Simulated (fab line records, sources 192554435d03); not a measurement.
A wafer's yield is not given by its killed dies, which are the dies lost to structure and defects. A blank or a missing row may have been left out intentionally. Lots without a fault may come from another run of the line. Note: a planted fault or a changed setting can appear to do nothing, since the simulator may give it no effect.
8D (eight disciplines) problem report, filled in by code ; flow n5_finfet ; the parts of the form that need people (team, actions taken, sign-off) are left out

1. WHAT IS WRONG
Wafers without a fault read 1500.0 rpm, standard deviation 1.2; spin_speed_rpm at N5_BEOL_M5_COAT_05 reads a mean of 1277.4 rpm on 6 wafers belonging to 2 lots. So: -99 or more standard deviations from the usual mean.
The step: resist thk 30 nm.
The first sign was on wafer L481.2 at day 9 12:41, on litho_track-03. At this step, 34 wafers from 12 lots have a number in the record. Rule for "out" (also "out of limits"): further than 4 standard deviations from the usual mean. The rest of the wafers with a number are treated as sound.

2. WHAT IT IS AND WHAT IT IS NOT
question;is;is not
which readings at this step;spin_speed_rpm;-
which lots;L481, L484;L474, L475, L479, L482, L486, L492, L493, L494, L495, L496
which wafers of those lots;all that have a number;-
read on which tools;litho_track-03;litho_track-01, litho_track-02
when;from day 9 12:41;"up to then (9 sound wafers); but 19 sound wafers of L482, L486, L492, L493, L494, L495, L496 came after"

3. WHAT RULES OUT EACH SUSPECT
Counting: a tool at any process step up to the reading remains a suspect when it ran all the lots that are out and ran no sound lot after the first of those.
- uv_cure-01 at N5_BEOL_M5_CURE_79 (cures SiCOH lowk, time 240 s): ruled out as a lasting fault. Sound lots L493 ran on it after its first lot that is out, L481 (day 9 10:19).
- litho_track-03 at N5_BEOL_M5_COAT_05 (resist thk 30 nm): ruled out as a lasting fault. Sound lots L494, L495, L496 ran on it after its first lot that is out, L481 (day 9 12:41).
Left after counting: nothing in the record.

4. THE CAUSE (what the simulator had put in)
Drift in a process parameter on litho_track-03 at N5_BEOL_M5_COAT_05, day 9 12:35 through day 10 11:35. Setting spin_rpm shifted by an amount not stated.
Counting ruled it out, wrongly.

5. THE EFFECT CHAIN, in route order
One row per reading whose mean, taken over the struck wafers that have a number, lies over 3 standard deviations from the usual. Readings are gone through only where the record gives a usual standard deviation; hours: the median, over the lots, of the time from a lot's start at the first step in this table giving one to that lot's start at this step; sigmas: the change measured in usual standard deviations.
hours;step;reading;usual;on struck wafers;change;sigmas
0;N5_BEOL_M5_COAT_05;spin_speed_rpm;1500.0 rpm;1277.4;-222.6;-99 or more
It contains these process steps:
- N5_BEOL_M5_COAT_05: resist thk 30 nm.

6. HOW IT WOULD HAVE BEEN CAUGHT EARLIER
The fault began at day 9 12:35; the first out-of-limits reading in this record came at day 9 12:41, 0 hours later.
